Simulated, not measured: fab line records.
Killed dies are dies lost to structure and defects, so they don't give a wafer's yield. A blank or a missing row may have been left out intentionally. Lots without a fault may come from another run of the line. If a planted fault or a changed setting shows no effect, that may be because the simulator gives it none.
Chamber matching -- flow nand harc -- NHARC_A_CHANNEL_FILL_D1_ALD_02 on ald hk-04 has 4 sister chambers
The step deposits SiO2, target thk 6 nm, pulse time 10 s, ald cycles 60. 27 wafers are shown with their chamber, then 12 later ones without.

WAFERS WITH THEIR CHAMBER
wafer,chamber,heater power w (W),precursor pulse height rel
L074.2,2,489,0.996
L074.5,0,442,1.016
L074.6,1,469,0.993
L078.1,3,533,0.993
L078.5,3,520,0.994
L078.6,2,500,1.000
L080.1,1,471,0.966
L080.2,2,489,0.977
L080.5,1,467,1.015
L079.1,2,500,0.992
L079.2,0,431,1.010
L079.4,1,466,0.993
L082.1,2,496,0.987
L082.4,3,539,0.970
L082.6,2,504,0.991
L081.1,1,463,0.989
L081.4,3,530,1.009
L081.6,2,503,1.007
L090.1,0,420,1.019
L090.3,1,473,0.994
L090.6,0,436,1.008
L091.1,0,430,0.980
L091.5,2,503,1.043
L091.6,3,542,0.994
L093.1,3,530,1.000
L093.3,0,430,1.023
L093.4,2,512,0.995

SIGNATURES (means of the wafers above)
reading,chamber 0,chamber 1,chamber 2,chamber 3,scatter within a chamber
heater power w,431.50,468.17,499.56,532.33,6.81
precursor pulse height rel,1.00933,0.99167,0.99867,0.99333,0.0162
Rule: distance of a wafer from a chamber = root of the sum over the readings of ((wafer's reading minus chamber's mean) / reading's scatter) squared. The wafer belongs to the nearest chamber; if the next one is less than 2 further off, it can't be placed. How the scatter is found: for the shown wafers, subtract from each reading the mean of its chamber, square and add these, divide the total by (wafers less chambers), then take the root.

WAFERS WHOSE CHAMBER IS MISSING
wafer,heater power w (W),precursor pulse height rel
L094.1,425,0.986
L094.3,525,1.018
L094.4,475,1.026
L095.1,433,1.012
L095.2,479,0.996
L095.3,536,1.014
L096.2,427,0.982
L096.4,531,1.005
L096.6,480,1.007
L097.1,472,1.037
L097.3,537,0.996
L097.5,436,1.041

WHICH CHAMBER EACH WENT THROUGH
wafer,from the rows above,in truth
L094.1,0,0
L094.3,3,3
L094.4,can't be placed: 1 or 2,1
L095.1,0,0
L095.2,can't be placed: 1 or 2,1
L095.3,3,3
L096.2,0,0
L096.4,3,3
L096.6,can't be placed: 1 or 2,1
L097.1,can't be placed: 1 or 2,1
L097.3,3,3
L097.5,0,0
Correct placement for 8 of the 12. Not placeable from these rows: 4 (in 4, the candidates include the true chamber). Placed wrongly: 0.
